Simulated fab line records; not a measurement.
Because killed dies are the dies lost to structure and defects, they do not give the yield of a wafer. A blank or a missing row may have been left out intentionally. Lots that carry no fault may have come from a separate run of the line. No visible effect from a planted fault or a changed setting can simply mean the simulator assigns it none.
Matching of chambers	flow n5Finfet	N5_GATE_CUT_CMP_43 on cmp-03 has 4 sister chambers
The step polishes SiO2. 8 wafers are shown with their chamber, then 8 later ones without.

WAFERS WITH THEIR CHAMBER
wafer	chamber	motorCurrentA (A)
L077.3	1	12.4
L077.5	3	9.6
L080.1	1	12.2
L080.3	2	14.1
L081.2	0	13.7
L081.4	3	9.7
L081.6	0	13.5
L081.1	2	13.5

WAFERS WITH NO CHAMBER GIVEN
wafer	motorCurrentA (A)
L081.3	12.6
L081.5	12.2
L086.1	12.7
L086.2	10.3
L086.3	13.8
L086.4	13.9
L086.5	12.1
L086.6	14.2

THE CHAMBER EACH PASSED THROUGH
wafer	from the rows above	in truth
L081.3	1	1
L081.5	1	1
L086.1	1	1
L086.2	3	3
L086.3	can't be placed: 2 or 0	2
L086.4	can't be placed: 2 or 0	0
L086.5	1	1
L086.6	can't be placed: 2 or 0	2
Correct placement for 5 of the 8. These rows do not allow placing 3 (true chamber among the candidates in 3). Number placed wrongly: 0.
How it was worked out, from the rows above alone: a wafer's distance from a chamber is the root of the sum, over the readings, of the square of ((its reading less the chamber's mean) divided by the reading's scatter). If the next closest chamber is less than 2 further off than the closest, the wafer can't be placed; otherwise it belongs to the closest. For every chamber, the mean is computed from those of its wafers that are shown. The scatter: the root of (the sum of the squares of (reading less its chamber's mean) over the shown wafers, divided by (wafers less chambers)).
